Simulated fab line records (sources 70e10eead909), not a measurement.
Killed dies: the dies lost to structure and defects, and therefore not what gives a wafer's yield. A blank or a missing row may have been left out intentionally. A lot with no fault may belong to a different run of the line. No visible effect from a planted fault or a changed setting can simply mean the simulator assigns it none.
fab line records | flow nand_harc
[record] lots = 6 | wafers = 18 | last_day = 24
route steps=1159 shown A_CONTACT@927 END@1159
lots with no fault: from the same line, run without faults
start_h: hours from the record's opening day to when the first of the lot's shown wafers began | wait_h: time in hours since the lot's previous step | " unchanged from the row above | L1.1+2: one row covering several wafers at once | - no value present, or no start provided | * or withheld: withheld | < > ~ a bound
route shown NAME@n: a module of which the file shows steps, and the number in the route of the first | usual: mean and standard deviation over wafers with no fault | same: alike in all rows | chamber/n: place in a boat | sites: the reading at each site | _std_site: the standard deviation of these | _edge_site: inner sites' mean taken away from outer sites' mean | radius_mm: how far each site lies from the wafer's centre | mask NAME#n: copy n | behind: the tool/chamber that last shaped the wafer | hold: the reason the lot was held/the length of the hold in hours/how it ended | device: which transistor (n, p or np) failed to switch | end of line: tests of these same wafers at the route's end | for a step that has no rows: nothing shown but its recipe | killed: count of dies lost to structure and defects at first sort (not the wafer's yield) | map: the dies of a wafer, with x for killed, . for not killed, _ for no die there
set.NAME: the setting as run; set.NAME@STEP: as run at that earlier step | model.NAME: the simulator's own value behind a step, which no gauge read
lots at some steps of the route; a table a step, a row a wafer
services: when a tool's chamber went out of use (start_h, in hours from the record's first day, below 0 if earlier), for how many hours, and the reason
[[steps]]
[step NHARC_A_CONTACT_COAT_86]
[recipe] temp_c = 260 | time_s = 75
[step NHARC_A_CONTACT_COAT_87]
[recipe] temp_c = 225 | time_s = 65
[step NHARC_A_CONTACT_COAT_02]
[recipe] spin_rpm = 1500 | resist_thk_nm = 90
[step NHARC_A_CONTACT_SOFTBAKE_03]
[recipe] temp_c = 105 | time_s = 55
[step NHARC_A_CONTACT_EBR_04]
[step NHARC_A_CONTACT_EXPOSE_05]
[recipe] na = 1.35 | sigma_outer = 0.8 | dose_mj = 84.24 | mask_id = A_CC
[step NHARC_A_CONTACT_PEB_06]
[recipe] peb_temp_c = 100 | peb_time_s = 65
[step NHARC_A_CONTACT_DEVELOP_07]
[recipe] develop_time_s = 35 | dev_temp_c = 23
[step NHARC_A_CONTACT_CD_MEAS_08]
[recipe] target_cd_nm = 100 | landing_energy_ev = 500
[usual] cd_nm = 100.1/0.42
lot.wafer | tool      | chamber | start_h | wait_h | cd_nm
L554.2    | cd_sem-03 | 0       | 385.29  | -      | 100.4
L554.5    | "         | 0       | "       | "      | 100.7
L554.6    | "         | 0       | "       | "      | 100.0
L556.1    | cd_sem-03 | 0       | 392.78  | -      | 99.8
L556.3    | "         | 0       | "       | "      | 100.0
L556.4    | "         | 0       | "       | "      | 100.3
L557.2    | cd_sem-03 | 0       | 396.24  | -      | 99.9
L557.3    | "         | 0       | "       | "      | 99.4
L557.6    | "         | 0       | "       | "      | 99.9
L559.1    | cd_sem-02 | 0       | 411.90  | -      | 100.7
L559.5    | "         | 0       | "       | "      | 100.6
L559.6    | "         | 0       | "       | "      | 100.6
L565.1    | cd_sem-02 | 0       | 456.34  | -      | 100.1
L565.2    | "         | 0       | "       | "      | 100.0
L565.5    | "         | 0       | "       | "      | 99.5
L570.1    | cd_sem-03 | 0       | 512.77  | -      | 100.2
L570.2    | "         | 0       | "       | "      | 100.1
L570.6    | "         | 0       | "       | "      | 100.3
[step NHARC_A_CONTACT_OVL_MEAS_09]
[usual] overlay_x_nm = -0.4/0.83 | overlay_y_nm = 0.0/0.84
lot.wafer | tool       | chamber | start_h | wait_h | overlay_x_nm | overlay_y_nm
L554.2    | overlay-02 | -       | 385.38  | -      | -1.1         | 1.2
L554.5    | "          | -       | "       | "      | -0.2         | 1.4
L554.6    | "          | -       | "       | "      | -0.4         | 1.3
L556.1    | overlay-02 | -       | 392.87  | -      | 1.7          | -0.3
L556.3    | "          | -       | "       | "      | 1.3          | -0.8
L556.4    | "          | -       | "       | "      | 1.1          | -0.5
L557.2    | overlay-01 | -       | 396.33  | -      | -1.6         | -0.5
L557.3    | "          | -       | "       | "      | -1.3         | -0.4
L557.6    | "          | -       | "       | "      | -1.5         | -0.8
L559.1    | overlay-02 | -       | 411.98  | -      | 0.0          | -1.2
L559.5    | "          | -       | "       | "      | -0.3         | -0.8
L559.6    | "          | -       | "       | "      | -0.1         | -1.0
L565.1    | overlay-01 | -       | 456.43  | -      | -0.9         | -0.8
L565.2    | "          | -       | "       | "      | -1.1         | -0.4
L565.5    | "          | -       | "       | "      | -1.6         | -0.8
L570.1    | overlay-01 | -       | 512.86  | -      | -0.4         | -0.2
L570.2    | "          | -       | "       | "      | -0.4         | -0.2
L570.6    | "          | -       | "       | "      | -0.6         | -0.7
[step NHARC_A_CONTACT_INSPECT_10]
[usual] raw_defect_count = 29/15
lot.wafer | tool              | chamber | start_h | wait_h | raw_defect_count
L554.2    | defect_inspect-01 | -       | 385.42  | 0.0    | 27
L554.5    | "                 | -       | "       | "      | 26
L554.6    | "                 | -       | "       | "      | 26
L556.1    | defect_inspect-01 | -       | 392.91  | 0.0    | 31
L556.3    | "                 | -       | "       | "      | 25
L556.4    | "                 | -       | "       | "      | 24
L557.2    | defect_inspect-02 | -       | 396.36  | 0.0    | 24
L557.3    | "                 | -       | "       | "      | 32
L557.6    | "                 | -       | "       | "      | 29
L559.1    | defect_inspect-02 | -       | 412.02  | 0.0    | 32
L559.5    | "                 | -       | "       | "      | 39
L559.6    | "                 | -       | "       | "      | 35
L565.1    | defect_inspect-01 | -       | 456.47  | 0.0    | 31
L565.2    | "                 | -       | "       | "      | 36
L565.5    | "                 | -       | "       | "      | 23
L570.1    | defect_inspect-01 | -       | 512.90  | 0.0    | 54
L570.2    | "                 | -       | "       | "      | 62
L570.6    | "                 | -       | "       | "      | 63
[step NHARC_A_CONTACT_DESCUM_13]
[recipe] time_s = 3 | o2_flow_sccm = 200 | ar_flow_sccm = 0 | bias_power_w = 0 | chemistry = O2
[usual] drypump_motor_current_A = 6.0/0.37 | oes_product_au = 1.004/0.0064 | rf_vpp_V = 58.0/0.89 | showerhead_plenum_p_Torr = 1.94/0.082 | throttle_valve_pct = 11.311/0.009
lot.wafer | tool        | chamber | start_h | wait_h | drypump_motor_current_A | oes_product_au | rf_hours_counter_h | rf_vpp_V | showerhead_plenum_p_Torr | throttle_valve_pct
L554.2    | rie_diel-08 | 1       | 385.50  | 0.1    | 5.6                     | 1.010          | 28                 | 58.0     | 1.78                     | 11.323
L554.6    | "           | 3       | "       | "      | 5.4                     | 0.995          | -                  | 56.4     | 1.84                     | 11.321
L554.5    | "           | 0       | "       | "      | 6.2                     | 0.997          | -                  | 59.2     | 1.98                     | 11.311
L556.3    | rie_diel-05 | 0       | 393.00  | 0.1    | 6.3                     | 1.012          | 11                 | 58.7     | 1.99                     | 11.306
L556.4    | "           | 1       | "       | "      | 5.3                     | 1.003          | 10                 | 58.7     | 2.02                     | 11.321
L556.1    | "           | 2       | "       | "      | 6.2                     | 1.013          | 10                 | 57.9     | 1.97                     | 11.316
L557.3    | rie_diel-05 | 3       | 396.44  | 0.1    | 5.9                     | 1.002          | 11                 | 58.7     | 2.02                     | 11.303
L557.2    | "           | 0       | "       | "      | 6.3                     | 1.012          | 11                 | 59.1     | 1.99                     | 11.311
L557.6    | "           | 1       | "       | "      | 5.3                     | 1.005          | -                  | 58.4     | 2.01                     | 11.318
L559.1    | rie_diel-05 | 0       | 412.08  | 0.1    | 6.3                     | 0.992          | 13                 | 57.5     | 1.99                     | 11.309
L559.5    | "           | 0       | "       | "      | 6.3                     | 1.008          | -                  | 56.3     | 1.99                     | 11.326
L559.6    | "           | 1       | "       | "      | 5.3                     | 1.010          | -                  | 59.2     | 2.01                     | 11.309
L565.1    | rie_diel-11 | 1       | 456.55  | 0.1    | 6.2                     | 1.005          | 29                 | 58.4     | 1.97                     | 11.309
L565.2    | "           | 2       | "       | "      | 5.8                     | 1.004          | 29                 | 59.0     | 1.88                     | 11.286
L565.5    | "           | 0       | "       | "      | 6.0                     | 1.011          | -                  | 58.1     | 1.94                     | 11.313
L570.2    | rie_diel-11 | 0       | 512.98  | 0.1    | 6.0                     | 1.011          | 48                 | 59.0     | 1.93                     | 11.322
L570.1    | "           | 1       | "       | "      | 6.2                     | 1.015          | 49                 | 57.0     | 1.96                     | 11.307
L570.6    | "           | 3       | "       | "      | 6.5                     | 1.008          | -                  | 56.2     | 1.77                     | 11.306
[step NHARC_A_CONTACT_ETCH_88]
[recipe] target_depth_a = 390 | over_etch_frac = 0.3 | time_s = 65 | ion_energy_ev = 80 | cf4_flow_sccm = 150 | ar_flow_sccm = 0 | rf_w = 300 | bias_w = 100 | chemistry = CF4
[usual] drypump_motor_current_A = 6.0/0.38 | oes_product_au = 1.004/0.0075 | rf_vpp_V = 151.6/1.2 | run_length_s = 86.4/0.4 | showerhead_plenum_p_Torr = 1.79/0.07 | throttle_valve_pct = 13.283/0.009
lot.wafer | tool        | chamber | start_h | wait_h | drypump_motor_current_A | oes_product_au | rf_hours_counter_h | rf_vpp_V | run_length_s | showerhead_plenum_p_Torr | throttle_valve_pct
L554.2    | rie_diel-08 | 1       | 385.59  | 0.1    | 5.6                     | 1.007          | 28                 | 149.6    | 85.7         | 1.65                     | 13.291
L554.5    | "           | 2       | "       | "      | 5.4                     | 0.995          | -                  | 152.5    | 86.5         | 1.88                     | 13.281
L554.6    | "           | 3       | "       | "      | 5.5                     | 1.012          | -                  | 150.4    | 85.5         | 1.70                     | 13.290
L556.1    | rie_diel-05 | 1       | 393.08  | 0.1    | 5.3                     | 1.002          | 10                 | 152.9    | 86.1         | 1.86                     | 13.300
L556.3    | "           | 3       | "       | "      | 5.9                     | 1.008          | 11                 | 152.0    | 86.1         | 1.86                     | 13.276
L556.4    | "           | 0       | "       | "      | 6.3                     | 1.003          | 11                 | 153.2    | 86.7         | 1.84                     | 13.274
L557.2    | rie_diel-05 | 3       | 396.51  | 0.1    | 5.9                     | 1.011          | 11                 | 152.8    | 70.5         | 1.86                     | 13.297
L557.3    | "           | 2       | "       | "      | 6.2                     | 0.999          | 11                 | 151.5    | 70.3         | 1.82                     | 13.282
L557.6    | "           | 3       | "       | "      | 5.9                     | 1.012          | -                  | 151.9    | 70.8         | 1.86                     | 13.277
L559.1    | rie_diel-05 | 3       | 412.18  | 0.1    | 5.9                     | 1.015          | 13                 | 151.1    | 70.7         | 1.86                     | 13.269
L559.5    | "           | 1       | "       | "      | 5.3                     | 1.007          | -                  | 150.1    | 70.1         | 1.85                     | 13.282
L559.6    | "           | 2       | "       | "      | 6.2                     | 1.003          | -                  | 153.0    | 70.3         | 1.82                     | 13.276
L565.1    | rie_diel-11 | 2       | 456.61  | 0.1    | 5.8                     | 0.998          | 29                 | 149.7    | 86.5         | 1.74                     | 13.271
L565.2    | "           | 1       | "       | "      | 6.2                     | 1.005          | 29                 | 152.8    | 86.1         | 1.82                     | 13.290
L565.5    | "           | 2       | "       | "      | 5.8                     | 0.992          | -                  | 152.2    | 86.1         | 1.74                     | 13.299
L570.1    | rie_diel-11 | 1       | 513.06  | 0.1    | 6.1                     | 1.020          | 49                 | 150.1    | 86.2         | 1.81                     | 13.269
L570.2    | "           | 2       | "       | "      | 5.8                     | 0.997          | 49                 | 152.2    | 86.2         | 1.74                     | 13.271
L570.6    | "           | 0       | "       | "      | 6.0                     | 1.014          | -                  | 151.8    | 86.8         | 1.79                     | 13.295
[step NHARC_A_CONTACT_ETCH_89]
[recipe] target_depth_a = 2600 | over_etch_frac = 0.3 | time_s = 475.3 | ion_energy_ev = 200 | n2_flow_sccm = 150 | h2_flow_sccm = 150 | ar_flow_sccm = 0 | rf_w = 400 | bias_w = 150 | chemistry = N2/H2
[usual] drypump_motor_current_A = 6.0/0.36 | oes_product_au = 1.003/0.0071 | rf_vpp_V = 431.4/2.6 | run_length_s = 496.7/0.42 | showerhead_plenum_p_Torr = 2.08/0.088 | throttle_valve_pct = 14.172/0.0089
lot.wafer | tool        | chamber | start_h | wait_h | drypump_motor_current_A | oes_product_au | rf_hours_counter_h | rf_vpp_V | run_length_s | showerhead_plenum_p_Torr | throttle_valve_pct
L554.2    | rie_diel-08 | 3       | -       | -      | 5.5                     | 0.996          | 28                 | 428.0    | 496.1        | 1.95                     | 14.160
L554.6    | "           | 1       | "       | "      | 5.6                     | 1.001          | -                  | 426.2    | 495.9        | 1.89                     | 14.180
L554.5    | "           | 2       | "       | "      | 5.3                     | 0.994          | -                  | 433.8    | 497.0        | 2.18                     | 14.175
L556.4    | rie_diel-05 | 2       | -       | -      | 6.2                     | 0.992          | 10                 | 432.2    | 496.7        | 2.10                     | 14.164
L556.3    | "           | 3       | "       | "      | 5.9                     | 1.013          | 11                 | 435.0    | 496.4        | 2.15                     | 14.165
L556.1    | "           | 0       | "       | "      | 6.4                     | 1.003          | 11                 | 432.8    | 496.3        | 2.13                     | 14.189
L557.2    | rie_diel-05 | 3       | -       | -      | 5.9                     | 1.003          | 11                 | 434.9    | 496.5        | 2.15                     | 14.165
L557.3    | "           | 1       | "       | "      | 5.3                     | 1.000          | 10                 | 434.3    | 496.6        | 2.15                     | 14.177
L557.6    | "           | 3       | "       | "      | 5.9                     | 0.996          | -                  | 433.7    | 496.7        | 2.15                     | 14.179
L559.1    | rie_diel-05 | 2       | -       | -      | 6.2                     | 1.001          | 13                 | 432.9    | 497.0        | 2.10                     | 14.161
L559.6    | "           | 1       | "       | "      | 5.3                     | 0.995          | -                  | 431.6    | 496.5        | 2.15                     | 14.177
L559.5    | "           | 2       | "       | "      | 6.2                     | 0.995          | -                  | 431.2    | 496.5        | 2.10                     | 14.178
L565.2    | rie_diel-11 | 2       | -       | -      | 5.8                     | 1.003          | 29                 | 428.6    | 497.1        | 2.01                     | 14.180
L565.1    | "           | 3       | "       | "      | 6.5                     | 1.015          | 26                 | 425.9    | 497.2        | 1.89                     | 14.177
L565.5    | "           | 1       | "       | "      | 6.2                     | 1.008          | -                  | 432.0    | 496.4        | 2.10                     | 14.158
L570.2    | rie_diel-11 | 0       | -       | -      | 6.0                     | 0.997          | 49                 | 430.8    | 497.1        | 2.06                     | 14.182
L570.1    | "           | 2       | "       | "      | 5.8                     | 1.002          | 49                 | 429.5    | 496.7        | 2.00                     | 14.180
L570.6    | "           | 1       | "       | "      | 6.2                     | 1.017          | -                  | 432.4    | 496.3        | 2.09                     | 14.174
[step NHARC_END_SORT_01]
[recipe] temp_c = 25
[usual] killed_at_array = 27/10 | killed_at_other = 0.6/1 | killed_at_periphery = 3.4/2.7 | killed_dies = 31/9.7 | killed_open = 3.4/1.7 | killed_short = 2.2/1.5
[same] gross_dies = 677
lot.wafer | tool      | chamber | start_h | wait_h | killed_at_array | killed_at_other | killed_at_periphery | killed_dies | killed_open | killed_short
L557.2    | prober-01 | 0       | 466.72  | 2.8    | 42              | 1               | 2                   | 45          | 2           | 3
L557.3    | prober-01 | 0       | 467.52  | 3.1    | 33              | 0               | 7                   | 40          | 3           | 2
L557.6    | prober-01 | 0       | 469.91  | 4.0    | 70              | 1               | 2                   | 73          | 3           | 2
L559.1    | prober-01 | 0       | 473.71  | 2.5    | 30              | 0               | 1                   | 31          | 4           | 0
L559.5    | prober-01 | 0       | 476.93  | 3.7    | 45              | 0               | 0                   | 45          | 5           | 0
L559.6    | prober-01 | 0       | 477.74  | 4.0    | 32              | 0               | 3                   | 35          | 0           | 1
// killed by level:class
L557.2 A_CONTACT:area_etch=18 A_SLIT:chamber_film_flake=7 A_WL_FILL:chamber_film_flake=6 A_STAIRCASE:chamber_film_flake=3 A_CHANNEL_HOLE_D1:chamber_film_flake=2 A_M0:chamber_film_flake=2 P_CONTACT:geometric_particle:short=1 A_CHANNEL_FILL_D1:geometric_particle:open=1
L557.3 A_SLIT:chamber_film_flake=13 A_STAIRCASE:chamber_film_flake=6 A_CONTACT:area_etch=5 A_WL_FILL:chamber_film_flake=4 A_CHANNEL_HOLE_D1:chamber_film_flake=2 P_GATE:geometric_particle:open=1 P_M0:geometric_particle:open=1 P_M1:geometric_particle:short=1
L557.6 A_CONTACT:area_etch=47 A_STAIRCASE:chamber_film_flake=7 A_SLIT:chamber_film_flake=7 P_GATE:geometric_particle:open=1 A_ONON_D1:geometric_particle:short=1 A_CHANNEL_HOLE_D1:geometric_particle:short=1 A_CHANNEL_FILL_D1:geometric_particle:open=1 A_M0:geometric_particle:open=1
L559.1 A_CHANNEL_HOLE_D1:chamber_film_flake=12 A_SLIT:chamber_film_flake=7 A_STAIRCASE:chamber_film_flake=4 A_CONTACT:area_etch=4 A_CONTACT:geometric_particle:open=3 P_CONTACT:geometric_particle:open=1
L559.5 A_CHANNEL_HOLE_D1:chamber_film_flake=16 A_CONTACT:area_etch=9 A_SLIT:chamber_film_flake=8 A_STAIRCASE:chamber_film_flake=4 A_CONTACT:chamber_film_flake=3 A_SOURCE_PLATE:geometric_particle:open=1 A_CONTACT:geometric_particle:open=1 A_BLC:geometric_particle:open=1
L559.6 A_CHANNEL_HOLE_D1:chamber_film_flake=14 A_SLIT:chamber_film_flake=9 A_CONTACT:area_etch=4 A_CONTACT:chamber_film_flake=3 A_STAIRCASE:chamber_film_flake=2 P_CONTACT:geometric_particle:short=1 P_STI:chamber_film_flake=1 P_M1:chamber_film_flake=1
[[services]]
tool        | chamber | start_h | hours | kind
rie_diel-11 | -       | 366.51  | 9.0   | pm
rie_diel-05 | 0       | 374.12  | -     | clean
rie_diel-05 | 1       | 374.12  | -     | clean
rie_diel-05 | 2       | 374.12  | -     | clean
rie_diel-05 | 3       | 374.12  | -     | clean
rie_diel-05 | 0       | 398.63  | -     | clean
rie_diel-05 | 1       | 398.63  | -     | clean
rie_diel-05 | 2       | 398.63  | -     | clean
rie_diel-05 | 3       | 398.63  | -     | clean
rie_diel-08 | 2       | 418.57  | 3.9   | repair
rie_diel-05 | 0       | 423.17  | -     | clean
rie_diel-05 | 1       | 423.17  | -     | clean
rie_diel-05 | 2       | 423.17  | -     | clean
rie_diel-05 | 3       | 423.17  | -     | clean
rie_diel-05 | 3       | 433.93  | 4.6   | repair
rie_diel-08 | 2       | 440.89  | 3.3   | repair
rie_diel-05 | 0       | 447.73  | -     | clean
rie_diel-05 | 1       | 447.73  | -     | clean
rie_diel-05 | 2       | 447.73  | -     | clean
rie_diel-05 | 3       | 447.73  | -     | clean
rie_diel-05 | 0       | 472.23  | -     | clean
rie_diel-05 | 1       | 472.23  | -     | clean
rie_diel-08 | -       | 479.31  | 9.0   | pm
rie_diel-05 | 3       | 497.47  | 16.2  | repair
[[key]]
[first_sign] step = NHARC_A_CONTACT_ETCH_88 | reading = run_length_s | direction = down | sigmas = 40 | usual = * | struck = *
[effect] step = NHARC_END_SORT_01 | reading = killed_at_array | direction = up | sigmas = 1.5 | usual = 27 | struck = 42 | wafers_moved = 1
met_at NHARC_A_CONTACT_ETCH_88
struck_wafers L557.2,L557.3,L557.6,L559.1,L559.5,L559.6
tester_left_out L557,L559
onset_between 393.08 396.51
[fault] kind = process_parameter_drift | tool = rie_diel-05 | chamber = - | onset_h = 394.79 | steps = NHARC_A_CONTACT_ETCH_88 | channel = time_s | offset = * | shape = step | end_h = 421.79 | acts_in = * | stated = *
// tester_left_out: of these lots the tester's yield and bins aren't shown, on N5 and GAA mostly nor the transistor test; their killed dies are dies lost to structure and defects alone, not to doping, threshold or leakage, so they don't give the yield
